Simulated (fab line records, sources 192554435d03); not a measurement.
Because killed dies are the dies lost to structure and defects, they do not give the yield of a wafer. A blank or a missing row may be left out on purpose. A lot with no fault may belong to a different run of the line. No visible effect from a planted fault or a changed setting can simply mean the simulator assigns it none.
fab line records	flow n5_finfet	part 2 of 2: steps 25 to 33 of 33
[record] lots = 5	wafers = 15	last_day = 15
route steps=1938 shown BEOL_M3@997 BEOL_M4@1021
lots that met no fault: taken from a fault-free run of the same line
start_h: hours from the record's first day to the start of the lot's first wafer shown	wait_h: time in hours since the lot's previous step	" same as the row above	L1.1+2: several wafers, shown together as one row	- value missing, or start not given	* or withheld: withheld	< > ~ a bound
route shown NAME@n: names a module that has steps shown in the file, with the first one's number in the route	usual: mean/standard deviation of fault-free wafers	same: alike in all rows	chamber/n: place in a boat	sites: each site's reading	_std_site: how widely they spread, as a standard deviation	_edge_site: outer sites' mean less inner sites'	radius_mm: how far each site lies from the wafer's centre	mask NAME#n: copy n	behind: the last tool/chamber to shape the wafer	hold: cause of the lot's hold/its duration in hours/its outcome	device: which transistor (n, p or np) failed to switch	end of line: at the end of the route, the tests of the same wafers	a step without rows: its recipe alone	killed: dies that structure and defects cost at the first sort, which is not the same as the wafer's yield	map: shows each die of a wafer: x if killed, . if not, _ if none is there
set.NAME: the setting the step ran with; set.NAME@STEP: the setting that earlier step ran with	model.NAME: the simulator's own value behind a step, which no gauge read
lots seen at some steps along the route; tables by step, rows by wafer
services: the hour from which a tool's chamber was out of use, counted from the record's first day as start_h (under 0 if before that day), plus the number of hours and why
[[steps]]
[step N5_BEOL_M4_ILD_DEP_00]
[recipe] material = SiOC	target_thk_a = 790	temp_c = 350	precursor = DEMS/O2	pressure_torr = 5	rf_w = 500	time_s = 15.3
[usual] heater_power_outer_w = 259/55	heater_power_w = 488/85	showerhead_plenum_p_Torr = 5.695/0.016	throttle_valve_pct = 12.1/0.57
lot.wafer	tool	chamber	start_h	wait_h	heater_power_outer_w	heater_power_w	showerhead_plenum_p_Torr	throttle_valve_pct
L079.2	pecvd-03	1	182.54	0.0	285	492	5.697	12.3
L079.4	"	2	"	"	281	561	5.704	11.6
L079.6	"	0	"	"	263	448	5.703	12.3
L081.2	pecvd-03	1	195.71	0.0	287	497	5.688	12.4
L081.3	"	0	"	"	218	368	5.714	12.7
L081.6	"	1	"	"	292	512	5.693	12.6
L083.2	pecvd-04	0	214.93	0.0	332	618	5.700	11.8
L083.5	"	1	"	"	234	452	5.678	12.5
L083.6	"	0	"	"	330	642	5.682	12.1
L086.1	pecvd-01	2	233.22	0.0	180	413	5.732	11.5
L086.3	"	1	"	"	192	400	5.706	11.6
L086.6	"	2	"	"	188	411	5.715	11.5
L091.1	pecvd-03	0	257.44	0.0	258	430	5.702	12.2
L091.3	"	0	"	"	262	438	5.727	12.4
L091.4	"	1	"	"	262	477	5.710	12.5
[step N5_BEOL_M4_THK_MEAS_01]
[recipe] reads = SiOC_of_BEOL_M4_ILD_DEP_00
[usual] M4_ILD_THK = 78.8/1.2
lot.wafer	tool	chamber	start_h	wait_h	M4_ILD_THK[nm]
L079.2	film_metro-01	-	182.61	0.1	77.3
L079.4	"	-	"	"	78.8
L079.6	"	-	"	"	79.3
L081.2	film_metro-01	-	195.78	0.1	78.4
L081.3	"	-	"	"	77.9
L081.6	"	-	"	"	80.1
L083.2	film_metro-02	-	215.00	0.1	79.0
L083.5	"	-	"	"	78.4
L083.6	"	-	"	"	80.1
L086.1	film_metro-01	-	233.29	0.0	76.6
L086.3	"	-	"	"	78.2
L086.6	"	-	"	"	77.8
L091.1	film_metro-02	-	257.52	0.1	78.3
L091.3	"	-	"	"	78.9
L091.4	"	-	"	"	80.1
[step N5_BEOL_M4_PECVD_72]
[recipe] material = SiO2	target_thk_a = 160	temp_c = 400	precursor = TEOS/O2	pressure_torr = 5.5	rf_w = 450	teos_flow_sccm = 53.8	gas = O2	flow_sccm = 3000	time_s = 18
[usual] heater_power_outer_w = 413/63	heater_power_w = 711/90	showerhead_plenum_p_Torr = 8.80/0.056	throttle_valve_pct = 22.2/1
lot.wafer	tool	chamber	start_h	wait_h	heater_power_outer_w	heater_power_w	showerhead_plenum_p_Torr	throttle_valve_pct
L079.2	pecvd-01	2	182.64	0.0	348	642	8.87	21.4
L079.4	"	1	"	"	418	715	8.76	21.8
L079.6	"	0	"	"	427	734	8.78	22.3
L081.2	pecvd-04	1	195.81	0.0	342	599	8.63	23.2
L081.3	"	0	"	"	571	981	8.75	21.7
L081.6	"	2	"	"	464	807	8.77	24.4
L083.2	pecvd-01	2	215.04	0.0	382	692	8.86	21.1
L083.5	"	0	"	"	459	756	8.80	22.1
L083.6	"	1	"	"	332	599	8.76	21.5
L086.1	pecvd-03	0	233.32	0.0	413	641	8.87	23.5
L086.3	"	0	"	"	403	634	8.86	23.1
L086.6	"	1	"	"	414	677	8.81	23.2
L091.1	pecvd-01	0	257.56	0.0	409	686	8.78	22.2
L091.3	"	2	"	"	352	684	8.87	21.6
L091.4	"	0	"	"	414	699	8.79	22.2
[step N5_BEOL_M4_HM_DEP_02]
[recipe] material = TiN	target_thk_a = 200	temp_c = 25	chamber_pressure_pa = 0.49996
[usual] throttle_valve_pct = 29.6/0.92
lot.wafer	tool	chamber	start_h	wait_h	throttle_valve_pct
L079.2	pvd_sputter-01	-	182.70	0.0	29.7
L079.4	"	-	"	"	27.3
L079.6	"	-	"	"	29.8
L081.2	pvd_sputter-01	-	197.75	1.9	27.4
L081.3	"	-	"	"	29.7
L081.6	"	-	"	"	29.7
L083.2	pvd_sputter-01	-	215.45	0.4	27.4
L083.5	"	-	"	"	29.5
L083.6	"	-	"	"	29.7
L086.1	pvd_sputter-02	-	233.92	0.6	30.7
L086.3	"	-	"	"	30.8
L086.6	"	-	"	"	30.5
L091.1	pvd_sputter-03	-	258.40	0.8	30.3
L091.3	"	-	"	"	29.7
L091.4	"	-	"	"	30.5
[step N5_BEOL_M4_COAT_61]
[recipe] resist = SOC	temp_c = 250	time_s = 60	spin_rpm = 1500	resist_thk_nm = 60
[usual] resist_line_temp_C = 23.00/0.11
lot.wafer	tool	chamber	start_h	wait_h	resist_line_temp_C
L079.2	litho_track-02	0	182.83	0.1	22.82
L079.4	"	0	"	"	22.97
L079.6	"	0	"	"	22.93
L081.2	litho_track-05	0	197.87	0.1	22.84
L081.3	"	0	"	"	22.94
L081.6	"	0	"	"	23.17
L083.2	litho_track-02	0	215.58	0.1	22.89
L083.5	"	0	"	"	22.84
L083.6	"	0	"	"	22.91
L086.1	litho_track-05	0	234.04	0.1	22.85
L086.3	"	0	"	"	22.81
L086.6	"	0	"	"	22.98
L091.1	litho_track-02	0	258.52	0.1	23.01
L091.3	"	0	"	"	23.04
L091.4	"	0	"	"	23.12
[step N5_BEOL_M4_COAT_62]
[recipe] resist = SiARC	temp_c = 220	time_s = 60	spin_rpm = 1500	resist_thk_nm = 12
[usual] resist_line_temp_C = 23.01/0.096
lot.wafer	tool	chamber	start_h	wait_h	resist_line_temp_C
L079.2	litho_track-02	0	-	-	22.99
L079.4	"	0	"	"	22.90
L079.6	"	0	"	"	22.94
L081.2	litho_track-05	0	-	-	23.04
L081.3	"	0	"	"	22.99
L081.6	"	0	"	"	23.12
L083.2	litho_track-02	0	-	-	22.92
L083.5	"	0	"	"	23.00
L083.6	"	0	"	"	22.94
L086.1	litho_track-05	0	-	-	23.12
L086.3	"	0	"	"	22.99
L086.6	"	0	"	"	22.89
L091.1	litho_track-02	0	-	-	23.21
L091.3	"	0	"	"	23.04
L091.4	"	0	"	"	23.16
[step N5_BEOL_M4_COAT_73]
[recipe] resist = underlayer	temp_c = 205	time_s = 60	spin_rpm = 1500	resist_thk_nm = 5
[usual] resist_line_temp_C = 23.00/0.1
lot.wafer	tool	chamber	start_h	wait_h	resist_line_temp_C
L079.2	litho_track-02	0	-	-	22.95
L079.4	"	0	"	"	23.09
L079.6	"	0	"	"	23.01
L081.2	litho_track-05	0	-	-	22.86
L081.3	"	0	"	"	22.96
L081.6	"	0	"	"	23.00
L083.2	litho_track-02	0	-	-	22.96
L083.5	"	0	"	"	23.08
L083.6	"	0	"	"	22.85
L086.1	litho_track-05	0	-	-	23.02
L086.3	"	0	"	"	23.04
L086.6	"	0	"	"	23.05
L091.1	litho_track-02	0	-	-	22.97
L091.3	"	0	"	"	23.06
L091.4	"	0	"	"	23.06
[step N5_BEOL_M4_COAT_05]
[recipe] resist = CAR-EUV	spin_rpm = 1500	resist_thk_nm = 30
[usual] resist_line_temp_C = 23.01/0.1
lot.wafer	tool	chamber	start_h	wait_h	resist_line_temp_C
L079.2	litho_track-02	0	-	-	22.99
L079.4	"	0	"	"	22.89
L079.6	"	0	"	"	23.02
L081.2	litho_track-05	0	-	-	22.91
L081.3	"	0	"	"	23.15
L081.6	"	0	"	"	22.91
L083.2	litho_track-02	0	-	-	23.25
L083.5	"	0	"	"	23.08
L083.6	"	0	"	"	23.13
L086.1	litho_track-05	0	-	-	23.15
L086.3	"	0	"	"	23.00
L086.6	"	0	"	"	22.99
L091.1	litho_track-02	0	-	-	23.17
L091.3	"	0	"	"	23.17
L091.4	"	0	"	"	23.20
[step N5_BEOL_M4_EBR_07]
[recipe] solvent = PGMEA	ebr_width_mm = 1.5
[usual] resist_line_temp_C = 23.00/0.12
[same] ebr_width_mm = 1.5
lot.wafer	tool	chamber	start_h	wait_h	resist_line_temp_C
L079.2	litho_track-02	0	-	-	23.03
L079.4	"	0	"	"	23.07
L079.6	"	0	"	"	23.17
L081.2	litho_track-05	0	-	-	23.11
L081.3	"	0	"	"	22.99
L081.6	"	0	"	"	22.96
L083.2	litho_track-02	0	-	-	23.08
L083.5	"	0	"	"	23.00
L083.6	"	0	"	"	23.01
L086.1	litho_track-05	0	-	-	23.12
L086.3	"	0	"	"	23.06
L086.6	"	0	"	"	23.18
L091.1	litho_track-02	0	-	-	22.87
L091.3	"	0	"	"	22.87
L091.4	"	0	"	"	23.00
[[services]]
tool	chamber	start_h	hours	kind
litho_track-02	-	164.08	-	consumable_replace:filter
ecd_cu-02	-	166.12	0.7	repair
cmp-04	-	172.72	1.8	repair
cvd_co-02	0	178.70	4.6	repair
cmp-03	-	181.47	0.4	repair
cmp-03	-	186.22	2.4	repair
cmp-03	-	188.99	0.4	repair
pecvd-03	1	189.52	2.1	scheduled_down
pecvd-03	-	205.77	3.3	repair
cmp-02	-	220.16	0.4	repair
cmp-03	-	220.80	0.6	repair
pecvd-01	-	227.49	1.4	repair
pecvd-03	2	231.16	2.1	scheduled_down
pecvd-03	2	233.29	-	clean
pecvd-03	2	233.29	-	consumable_replace:showerhead
pecvd-03	2	233.29	29.0	scheduled_down
pecvd-03	2	233.29	29.0	vent_cycle
cmp-02	-	235.04	8.3	pm
pecvd-04	0	247.73	2.1	scheduled_down
cmp-02	-	253.42	4.0	pm
cmp-04	-	256.08	18.7	pm
cmp-02	-	257.42	-	consumable_replace:conditioner
cmp-02	-	257.42	-	consumable_replace:pad
